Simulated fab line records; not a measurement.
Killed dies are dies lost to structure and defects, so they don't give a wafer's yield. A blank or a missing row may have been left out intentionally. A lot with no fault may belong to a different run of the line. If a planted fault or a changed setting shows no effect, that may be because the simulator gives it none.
fab line records -- flow n5-finfet
record: lots: 6, wafers: 17, last-day: 19
route steps=1938 shown BEOL_M0_SAQP@683 BEOL_M4@1111 PASSIVATION@1936
lots that met no fault: from a run of the same line without faults
start-h: start of the lot's first displayed wafer, in hours after the record's first day -- wait-h: how many hours have passed since the lot's step before this one -- " repeats the value in the row above -- L1.1+2: a single row standing in for several wafers -- - no value, or no start was given -- * or withheld: withheld -- < > ~ a bound
route shown NAME@n: NAME is a module with steps in the file, n the number in the route of the first one -- usual: mean and standard deviation over wafers with no fault -- same: alike in all rows -- chamber/n: place in a boat -- sites: the reading at each site -- _std_site: the standard deviation of these -- _edge_site: the outer-site mean with the inner-site mean subtracted -- radius-mm: how far each site lies from the wafer's centre -- mask NAME#n: copy n -- behind: tool/chamber where the wafer was last shaped -- hold: reason for holding the lot/hours on hold/outcome of the hold -- device: the transistor (n, p or np) that didn't switch -- end of line: at the end of the route, the tests of the same wafers -- for a step that has no rows: nothing shown but its recipe -- killed: dies that structure and defects cost at the first sort, which is not the same as the wafer's yield -- map: a wafer's dies, marking killed ones x, the rest . and places with no die _
set.NAME: the run value of the setting; set.NAME@STEP: its run value at that earlier step -- model.NAME: the simulator's own value behind a step, which no gauge read
a table for each step, a row for each wafer; lots at some steps of the route
services: the hour from which a tool's chamber was out of use, counted from the record's first day as start-h (under 0 if before that day), plus the number of hours and why
== steps ==
step: N5_BEOL_M0_SAQP_COAT_34
recipe: resist: CAR-EUV, spin-rpm: 1500, resist-thk-nm: 30
step: N5_BEOL_M0_SAQP_EBR_36
recipe: solvent: PGMEA, ebr-width-mm: 1.5
step: N5_BEOL_M0_SAQP_SOFTBAKE_35
recipe: temp-c: 110, time-s: 60, resist: CAR-EUV
step: N5_BEOL_M0_SAQP_EXPOSE_37
recipe: mask-id: M0_CUT1, na: 0.33, source-shape: annular, sigma-inner: 0.35, sigma-outer: 0.8, polarization: unpolarized, target-cd-nm: 30, dose-mj: 44.75
step: N5_BEOL_M0_SAQP_PEB_38
recipe: peb-temp-c: 100, peb-time-s: 60, resist: CAR-EUV
step: N5_BEOL_M0_SAQP_DEVELOP_39
recipe: develop-time-s: 30, developer: TMAH, resist: CAR-EUV, rinse-liquid: surfactant-rinse, dry: air-spin, dev-temp-c: 23
step: N5_BEOL_M0_SAQP_CD_MEAS_40
recipe: target-cd-nm: 30, landing-energy-ev: 500, detector: se-inlens
usual: cd-nm: 29.96/0.26
lot.wafer,tool,chamber,start-h,wait-h,cd-nm
L305.2,cd-sem-03,0,134.78,-,29.77
L305.4,cd-sem-03,0,134.78,-,29.74
L305.5,cd-sem-03,0,134.78,-,29.90
L306.1,cd-sem-02,0,141.43,-,29.99
L306.2,cd-sem-02,0,141.43,-,29.85
L306.5,cd-sem-02,0,141.43,-,30.10
L308.1,cd-sem-03,0,155.90,-,30.25
L308.3,cd-sem-03,0,155.90,-,29.79
L308.6,cd-sem-03,0,155.90,-,30.16
L310.1,cd-sem-03,0,161.82,-,29.65
L310.2,cd-sem-03,0,161.82,-,30.14
L310.4,cd-sem-03,0,161.82,-,29.76
L320.2,cd-sem-02,0,245.18,-,29.82
L320.4,cd-sem-02,0,245.18,-,29.93
L320.6,cd-sem-02,0,245.18,-,29.95
L324.5,cd-sem-02,0,265.51,-,29.98
L324.6,cd-sem-02,0,265.51,-,30.32
step: N5_BEOL_M0_SAQP_OVL_MEAS_41
recipe: points-per-wafer: 522
usual: M0_CUT1_OVL: 0.4/0.92
same: points-per-wafer: 522
lot.wafer,tool,chamber,start-h,wait-h,M0_CUT1_OVL[nm]
L305.2,overlay-01,0,134.81,0.0,0.1
L305.4,overlay-01,0,134.81,0.0,0.9
L305.5,overlay-01,0,134.81,0.0,2.3
L306.1,overlay-02,0,141.47,0.0,0.9
L306.2,overlay-02,0,141.47,0.0,1.3
L306.5,overlay-02,0,141.47,0.0,-0.2
L308.1,overlay-01,0,155.93,0.0,-0.3
L308.3,overlay-01,0,155.93,0.0,-0.2
L308.6,overlay-01,0,155.93,0.0,1.6
L310.1,overlay-01,0,161.85,0.0,0.6
L310.2,overlay-01,0,161.85,0.0,1.2
L310.4,overlay-01,0,161.85,0.0,1.9
L320.2,overlay-02,0,245.22,0.0,1.5
L320.4,overlay-02,0,245.22,0.0,2.5
L320.6,overlay-02,0,245.22,0.0,1.5
L324.5,overlay-01,0,265.56,0.0,0.2
L324.6,overlay-01,0,265.56,0.0,0.3
step: N5_BEOL_M0_SAQP_INSPECT_42
recipe: mode: adi, inspect-instrument: brightfield
usual: raw-defect-count: 289/74
lot.wafer,tool,chamber,start-h,wait-h,raw-defect-count
L305.2,defect-inspect-02,-,134.87,0.0,364
L305.4,defect-inspect-02,-,134.87,0.0,323
L305.5,defect-inspect-02,-,134.87,0.0,423
L306.1,defect-inspect-01,-,141.52,0.1,340
L306.2,defect-inspect-01,-,141.52,0.1,349
L306.5,defect-inspect-01,-,141.52,0.1,325
L308.1,defect-inspect-01,-,155.99,0.1,370
L308.3,defect-inspect-01,-,155.99,0.1,377
L308.6,defect-inspect-01,-,155.99,0.1,314
L310.1,defect-inspect-01,-,161.90,0.1,171
L310.2,defect-inspect-01,-,161.90,0.1,199
L310.4,defect-inspect-01,-,161.90,0.1,193
L320.2,defect-inspect-02,-,245.27,0.0,370
L320.4,defect-inspect-02,-,245.27,0.0,359
L320.6,defect-inspect-02,-,245.27,0.0,274
L324.5,defect-inspect-01,-,265.59,0.0,219
L324.6,defect-inspect-01,-,265.59,0.0,230
step: N5_BEOL_M0_SAQP_DESCUM_45
recipe: chemistry: O2, time-s: 7, source-power-w: 50, bias-power-w: 20, pressure-mtorr: 20, rf-frequency-hz: 2.712e+07, temp-c: 40, resist: CAR-EUV, o2-flow-sccm: 225
usual: drypump-motor-current-A: 5.8/0.52, oes-product-au: 0.81/0.096, rf-fwd-power-W: 49.42/0.23, rf-vpp-V: 243.1/1.5, showerhead-plenum-p-Torr: 2.09/0.07, throttle-valve-pct: 20.34/0.28
lot.wafer,tool,chamber,start-h,wait-h,drypump-motor-current-A,oes-product-au,rf-fwd-power-W,rf-hours-counter-h,rf-vpp-V,showerhead-plenum-p-Torr,throttle-valve-pct
L305.2,rie-diel-01,2,135.18,0.3,5.7,0.89,49.11,24,245.0,2.13,20.20
L305.4,rie-diel-01,0,135.18,0.3,6.4,0.85,49.40,88,245.5,2.10,20.05
L305.5,rie-diel-01,3,135.18,0.3,5.4,0.69,49.42,-,241.8,2.07,20.51
L306.1,rie-diel-01,2,141.76,0.2,5.7,0.89,49.20,27,243.3,2.13,20.19
L306.2,rie-diel-01,0,141.76,0.2,6.4,0.85,49.60,90,242.9,2.10,20.05
L306.5,rie-diel-01,2,141.76,0.2,5.7,0.89,48.85,-,243.5,2.13,20.21
L308.1,rie-diel-01,0,156.35,0.4,6.4,0.84,49.49,94,244.8,2.10,20.06
L308.3,rie-diel-01,1,156.35,0.4,5.7,0.92,49.74,25,245.1,2.23,19.93
L308.6,rie-diel-01,2,156.35,0.4,5.7,0.88,49.04,-,244.3,2.13,20.21
L310.1,rie-diel-01,3,161.94,0.0,5.4,0.68,49.50,249,242.9,2.07,20.51
L310.2,rie-diel-01,0,161.94,0.0,6.4,0.83,49.48,96,243.5,2.10,20.06
L310.4,rie-diel-01,2,161.94,0.0,5.7,0.88,49.26,33,243.2,2.12,20.22
L320.2,rie-diel-02,3,245.31,0.0,6.2,0.67,49.50,233,242.0,1.98,20.59
L320.4,rie-diel-02,0,245.31,0.0,5.6,0.91,49.38,30,242.8,2.04,20.24
L320.6,rie-diel-02,3,245.31,0.0,6.2,0.67,49.35,-,240.9,1.98,20.58
L324.5,rie-diel-03,0,265.64,0.0,4.9,0.77,49.41,-,242.9,2.09,20.21
L324.6,rie-diel-03,1,265.64,0.0,6.1,0.71,49.45,-,244.1,2.15,20.84
step: N5_BEOL_M0_SAQP_ETCH_88
recipe: chemistry: N2/H2, target: underlayer, target-depth-a: 65, time-s: 5.2, ion-energy-ev: 200, mask-material: CAR-EUV, pressure-mtorr: 30, source-w: 840, bias-w: 150, n2-flow-sccm: 200, h2-flow-sccm: 200, ends: cleared
usual: bias-w: 150.0/0.44, drypump-motor-current-A: 5.8/0.52, etch-rf-on-time-s: 5.17/0.13, oes-product-au: 0.69/0.083, rf-fwd-power-W: 819.5/2.6, rf-vpp-V: 524.0/2.7, showerhead-plenum-p-Torr: 2.55/0.086, throttle-valve-pct: 17.8/0.32
lot.wafer,tool,chamber,start-h,wait-h,bias-w,drypump-motor-current-A,etch-rf-on-time-s,oes-product-au,rf-fwd-power-W,rf-hours-counter-h,rf-vpp-V,showerhead-plenum-p-Torr,throttle-valve-pct
L305.2,rie-diel-01,2,135.22,0.0,150.1,5.7,5.19,0.75,817.1,24,525.9,2.62,17.8
L305.4,rie-diel-01,0,135.22,0.0,150.2,6.5,5.12,0.72,823.7,88,526.5,2.57,17.6
L305.5,rie-diel-01,3,135.22,0.0,149.8,5.5,5.05,0.60,817.1,-,522.1,2.49,17.7
L306.1,rie-diel-01,2,141.79,0.0,149.9,5.7,5.14,0.74,823.5,27,524.3,2.62,17.7
L306.2,rie-diel-01,0,141.79,0.0,149.6,6.4,5.15,0.72,823.2,90,521.8,2.57,17.6
L306.5,rie-diel-01,2,141.79,0.0,150.0,5.7,5.19,0.75,823.6,-,525.8,2.62,17.8
L308.1,rie-diel-01,0,156.38,0.0,149.5,6.5,5.21,0.71,824.9,94,523.4,2.57,17.6
L308.3,rie-diel-01,1,156.38,0.0,149.8,5.8,5.02,0.80,818.5,25,527.9,2.70,17.3
L308.6,rie-diel-01,2,156.38,0.0,150.3,5.7,5.23,0.74,818.9,-,522.7,2.61,17.8
L310.1,rie-diel-01,3,161.97,0.0,150.4,5.4,5.07,0.59,820.1,249,524.8,2.48,17.7
L310.2,rie-diel-01,0,161.97,0.0,150.4,6.4,5.19,0.72,817.5,96,522.6,2.57,17.6
L310.4,rie-diel-01,2,161.97,0.0,150.2,5.7,5.18,0.76,824.9,33,525.3,2.61,17.8
L320.2,rie-diel-02,3,245.34,0.0,149.8,6.2,5.34,0.57,823.1,233,519.3,2.42,18.1
L320.4,rie-diel-02,0,245.34,0.0,150.2,5.6,5.05,0.77,815.8,30,524.0,2.48,17.6
L320.6,rie-diel-02,3,245.34,0.0,150.5,6.2,5.25,0.58,820.4,-,520.0,2.42,18.1
L324.5,rie-diel-03,0,265.67,0.0,149.8,4.9,5.19,0.65,815.2,-,524.7,2.53,17.6
L324.6,rie-diel-03,1,265.67,0.0,150.5,6.0,5.31,0.61,824.3,-,525.0,2.63,18.4
step: N5_BEOL_M0_SAQP_ETCH_73
recipe: chemistry: CF4, target: SiARC, target-depth-a: 195, mask-material: CAR-EUV, time-s: 32.5, ion-energy-ev: 80, pressure-mtorr: 40, source-w: 545, bias-w: 36, Ar_flow_sccm: 100, cf4-flow-sccm: 100, ends: cleared
usual: bias-w: 36.00/0.11, drypump-motor-current-A: 5.8/0.52, etch-rf-on-time-s: 32.2/0.79, oes-product-au: 0.69/0.083, rf-fwd-power-W: 534.1/2.4, rf-vpp-V: 184.1/1.2, showerhead-plenum-p-Torr: 2.15/0.066, throttle-valve-pct: 15.5/0.32
lot.wafer,tool,chamber,start-h,wait-h,bias-w,drypump-motor-current-A,etch-rf-on-time-s,oes-product-au,rf-fwd-power-W,rf-hours-counter-h,rf-vpp-V,showerhead-plenum-p-Torr,throttle-valve-pct
L305.2,rie-diel-01,2,135.23,0.0,36.04,5.7,32.9,0.75,529.9,24,184.3,2.18,15.4
L305.4,rie-diel-01,0,135.23,0.0,35.93,6.4,32.2,0.72,537.4,88,183.5,2.16,15.4
L305.5,rie-diel-01,3,135.23,0.0,35.95,5.4,32.0,0.59,535.1,-,183.0,2.12,15.7
L306.1,rie-diel-01,2,141.81,0.0,35.82,5.7,32.5,0.75,532.6,27,184.1,2.18,15.4
L306.2,rie-diel-01,0,141.81,0.0,35.89,6.5,31.6,0.73,530.0,90,186.3,2.16,15.4
L306.5,rie-diel-01,2,141.81,0.0,35.98,5.7,32.3,0.75,532.6,-,183.6,2.18,15.4
L308.1,rie-diel-01,0,156.40,0.0,35.95,6.5,32.0,0.71,529.8,94,185.0,2.16,15.4
L308.3,rie-diel-01,1,156.40,0.0,36.06,5.7,30.8,0.80,535.8,25,185.2,2.27,15.0
L308.6,rie-diel-01,2,156.40,0.0,35.78,5.7,32.1,0.76,534.9,-,184.1,2.18,15.4
L310.1,rie-diel-01,3,161.99,0.0,36.21,5.4,32.0,0.59,534.7,249,183.5,2.12,15.7
L310.2,rie-diel-01,0,161.99,0.0,36.17,6.5,32.3,0.71,533.5,96,185.6,2.16,15.4
L310.4,rie-diel-01,2,161.99,0.0,35.95,5.7,32.3,0.75,531.8,33,184.5,2.18,15.4
L320.2,rie-diel-02,3,245.36,0.0,35.88,6.2,32.8,0.58,535.5,233,181.9,2.04,15.8
L320.4,rie-diel-02,0,245.36,0.0,36.07,5.6,31.2,0.78,535.7,30,184.1,2.09,15.3
L320.6,rie-diel-02,3,245.36,0.0,35.87,6.2,32.5,0.58,533.6,-,183.7,2.04,15.8
L324.5,rie-diel-03,0,265.69,0.0,36.10,4.9,32.2,0.65,536.5,-,183.4,2.14,15.4
L324.6,rie-diel-03,1,265.69,0.0,36.02,6.1,32.8,0.60,534.1,-,185.7,2.21,16.1
step: N5_BEOL_M0_SAQP_CUT_ETCH_46
recipe: chemistry: N2/H2, target: SOC, target-depth-a: 1350, overetch-a: 270, temp-c: 40, time-s: 202.5, ion-energy-ev: 200, mask-material: SiARC, pressure-mtorr: 30, source-w: 840, bias-w: 150, n2-flow-sccm: 200, h2-flow-sccm: 200
usual: bias-w: 150.0/0.44, drypump-motor-current-A: 5.8/0.51, rf-fwd-power-W: 838.0/2.6, rf-vpp-V: 524.0/2.5, showerhead-plenum-p-Torr: 2.55/0.086, throttle-valve-pct: 17.7/0.32
lot.wafer,tool,chamber,start-h,wait-h,bias-w,drypump-motor-current-A,rf-fwd-power-W,rf-hours-counter-h,rf-vpp-V,showerhead-plenum-p-Torr,throttle-valve-pct,model.SiARC_of_BEOL_M0_SAQP_COAT_72.thk-nm
L305.2,rie-diel-01,2,135.27,0.0,149.5,5.8,833.9,24,524.0,2.62,17.7,5
L305.4,rie-diel-01,0,135.27,0.0,150.1,6.5,844.6,88,525.0,2.57,17.5,5
L305.5,rie-diel-01,3,135.27,0.0,150.1,5.3,837.8,-,524.1,2.49,17.6,4.4
L306.1,rie-diel-01,2,141.84,0.0,149.0,5.7,840.5,27,525.2,2.62,17.7,5
L306.2,rie-diel-01,0,141.84,0.0,149.9,6.5,836.0,90,524.2,2.57,17.6,5
L306.5,rie-diel-01,2,141.84,0.0,150.1,5.7,839.9,-,525.4,2.62,17.7,5
L308.1,rie-diel-01,0,156.43,0.0,149.4,6.4,837.3,94,524.0,2.57,17.6,6.4
L308.3,rie-diel-01,1,156.43,0.0,149.9,5.8,836.1,25,529.0,2.70,17.3,4.8
L308.6,rie-diel-01,2,156.43,0.0,149.7,5.7,838.2,-,525.4,2.61,17.7,5
L310.1,rie-diel-01,3,162.02,0.0,149.8,5.4,839.8,249,521.9,2.48,17.6,5.8
L310.2,rie-diel-01,0,162.02,0.0,149.2,6.5,837.0,96,525.0,2.57,17.6,6.4
L310.4,rie-diel-01,2,162.02,0.0,149.2,5.7,837.4,33,524.5,2.61,17.7,6.2
L320.2,rie-diel-02,3,245.39,0.0,149.7,6.2,836.4,233,520.3,2.42,18.1,5
L320.4,rie-diel-02,0,245.39,0.0,150.2,5.6,839.9,30,524.7,2.48,17.5,4.8
L320.6,rie-diel-02,3,245.39,0.0,150.6,6.2,839.3,-,520.9,2.42,18.1,4.8
L324.5,rie-diel-03,0,265.79,0.1,150.4,4.9,835.1,-,523.2,2.53,17.6,4.8
L324.6,rie-diel-03,1,265.79,0.1,150.2,6.1,841.5,-,526.3,2.63,18.3,5.2
step: N5_BEOL_M0_SAQP_STRIP_74
recipe: chemistry: N2/H2, temp-c: 40, n2-flow-sccm: 200, h2-flow-sccm: 200, rf-frequency-hz: 6e+07
step: N5_BEOL_M4_RC_MEAS_101
usual: DIBL_N: 37.2/2.1, DIBL_P: 37.3/2.3, IOFF_N: 0.18/0.041, IOFF_P: 0.24/0.042, ION_N: 680/13, ION_P: 466/7.7, SS_N: 71.8/0.68, SS_P: 73.5/0.66, VT_N: 249/3.6, VT_P: -248/3.4
lot.wafer,tool,chamber,start-h,wait-h,DIBL_N[mV/V],DIBL_P[mV/V],IOFF_N[nA/um],IOFF_P[nA/um],ION_N[uA/um],ION_P[uA/um],SS_N[mV/dec],SS_P[mV/dec],VT_N[mV],VT_P[mV]
L305.2,prober-02,0,202.41,0.2,35.6,31.9,0.12,0.15,661,453,71.6,72.6,255,-252
L305.4,prober-02,0,202.41,0.2,34.7,31.6,0.12,0.15,659,453,71.1,72.2,252,-253
L305.5,prober-02,0,202.41,0.2,34.7,31.7,0.11,0.15,661,455,71.2,72.2,255,-254
L306.1,prober-02,0,204.82,0.0,38.8,39.1,0.24,0.31,688,481,72.7,74.5,241,-241
L306.2,prober-02,0,204.82,0.0,36.3,36.9,0.18,0.26,681,472,71.4,73.7,246,-245
L306.5,prober-02,0,204.82,0.0,36.4,35.6,0.18,0.24,674,469,72.4,73.9,248,-246
L308.1,prober-01,0,210.51,0.0,35.8,35.8,0.15,0.19,674,457,71.3,73.4,251,-253
L308.3,prober-01,0,210.51,0.0,36.1,36.8,0.15,0.19,677,461,71.0,73.0,254,-252
L308.6,prober-01,0,210.51,0.0,39.3,40.9,0.23,0.27,692,469,71.7,73.5,247,-250
L310.1,prober-02,0,228.02,0.0,34.0,34.7,0.15,0.24,676,473,71.2,73.5,250,-245
L310.2,prober-02,0,228.02,0.0,34.9,35.6,0.17,0.26,680,474,72.8,73.0,248,-242
L310.4,prober-02,0,228.02,0.0,30.1,30.5,0.09,0.19,659,472,70.6,72.4,255,-246
L320.2,prober-01,0,308.52,0.6,38.6,38.9,0.16,0.22,668,455,71.4,73.9,253,-252
L320.4,prober-01,0,308.52,0.6,35.9,35.5,0.12,0.19,665,464,71.0,72.7,252,-254
L320.6,prober-01,0,308.52,0.6,35.9,35.1,0.13,0.18,668,458,70.6,73.4,256,-254
L324.5,prober-02,0,336.51,0.6,39.7,40.4,0.25,0.33,698,472,72.4,74.7,246,-243
L324.6,prober-02,0,336.51,0.6,39.6,39.7,0.24,0.31,690,468,72.3,74.9,247,-244
step: N5_PASSIVATION_PROBE_49
usual: defect-limited-yield: 91.0/1.6, killed_at_M0_to_M3: 35/11, killed_at_M4_up: 14/5.3, killed-at-contacts: 13/6.7, killed-at-front-end: 41/12, killed-at-other: 3.9/2.7, killed-dies: 106/19, killed-open: 70/14, killed-short: 35/8.8, sort_bin_5_function: 5.3/1, sort_bin_6_memory: 3.3/0.81, sort-n-pass: 1073/19, sort-yield-pct: 91.0/1.6
same: gross-dies: 1180, killed-at-back-side: 0, sort_bin_4_leakage[%]: 0, sort_bin_8_speed[%]: 0
lot.wafer,tool,chamber,start-h,wait-h,defect-limited-yield[%],killed_at_M0_to_M3,killed_at_M4_up,killed-at-contacts,killed-at-front-end,killed-at-other,killed-dies,killed-open,killed-short,sort_bin_5_function[%],sort_bin_6_memory[%],sort-n-pass,sort-yield-pct[%]
L308.1,prober-02,-,323.33,0.0,87.4,54,17,35,42,1,149,90,57,6.5,5.9,1031,87.4
L308.3,prober-02,-,323.43,0.1,90.6,34,7,13,55,2,111,68,35,5.3,3.5,1069,90.6
L308.6,prober-02,-,323.58,0.3,88.1,50,12,26,49,4,141,86,53,7.5,3.9,1039,88.1
L320.6,prober-01,-,423.03,0.3,91.4,55,11,4,27,5,102,73,29,5.3,3.0,1078,91.4
killed by level:class
L308.1 MOL_CONTACT_COAG:geometric-particle:open=28 BEOL_M0_SAQP:geometric-particle:short=20 FIN_SAQP:geometric-particle:open=17 BEOL_M0_SAQP:geometric-particle:open=10 BEOL_M0:geometric-particle:short=9 BEOL_M4:geometric-particle:open=9 MOL_CONTACT_COAG:geometric-particle:short=7 DUMMY_GATE:geometric-particle:open=6
L308.3 FIN_SAQP:geometric-particle:open=13 BEOL_M0_SAQP:geometric-particle:short=12 STI_FIN_REVEAL:geometric-particle:open=9 MOL_CONTACT_COAG:geometric-particle:open=9 BEOL_M0_SAQP:geometric-particle:open=9 HKMG_FIN:area-etch=8 FIN_SAQP:geometric-particle:short=6 DUMMY_GATE:geometric-particle:open=5
L308.6 BEOL_M0_SAQP:geometric-particle:short=20 BEOL_M0_SAQP:geometric-particle:open=19 MOL_CONTACT_COAG:geometric-particle:open=17 FIN_SAQP:geometric-particle:open=15 MOL_CONTACT_COAG:geometric-particle:short=8 STI_FIN_REVEAL:geometric-particle:open=7 FIN_SAQP:geometric-particle:short=6 DUMMY_GATE:geometric-particle:open=4
L320.6 BEOL_M2:geometric-particle:open=18 STI_FIN_REVEAL:geometric-particle:open=10 BEOL_M1:geometric-particle:open=8 BEOL_M0_SAQP:geometric-particle:short=6 BEOL_M0_SAQP:geometric-particle:open=5 BEOL_M1:geometric-particle:short=5 DUMMY_GATE:geometric-particle:open=4 BEOL_M0:geometric-particle:open=4
== services ==
tool,chamber,start-h,hours,kind
rie-diel-02,2,152.47,-,clean
rie-diel-02,2,152.47,-,consumable-replace:focus-ring
rie-diel-02,2,152.47,24.3,scheduled-down
rie-diel-02,2,152.47,24.3,vent-cycle
rie-diel-03,2,170.50,10.6,repair
rie-diel-01,3,172.28,-,clean
rie-diel-01,3,172.28,-,consumable-replace:focus-ring
rie-diel-01,3,172.28,17.3,scheduled-down
rie-diel-01,3,172.28,17.3,vent-cycle
rie-diel-02,-,186.52,0.8,repair
rie-diel-01,3,216.72,5.4,repair
rie-diel-02,-,226.79,14.6,pm
== key ==
first-sign none at tools or gauges
model-effect: step: N5_BEOL_M0_SAQP_CUT_ETCH_46, value: SiARC_of_BEOL_M0_SAQP_COAT_72.thk-nm, without: 4.9, struck: 6.2
met-at N5_BEOL_M0_SAQP_CUT_ETCH_46
struck-wafers L308.1,L310.1,L310.2,L310.4
onset-between 141.84 156.43
fault: kind: process-parameter-drift, tool: rie-diel-01, chamber: -, onset-h: 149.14, steps: N5_BEOL_M0_SAQP_CUT_ETCH_46, channel: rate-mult, offset: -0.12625, shape: step, end-h: 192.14, scope: struck-wafers-only
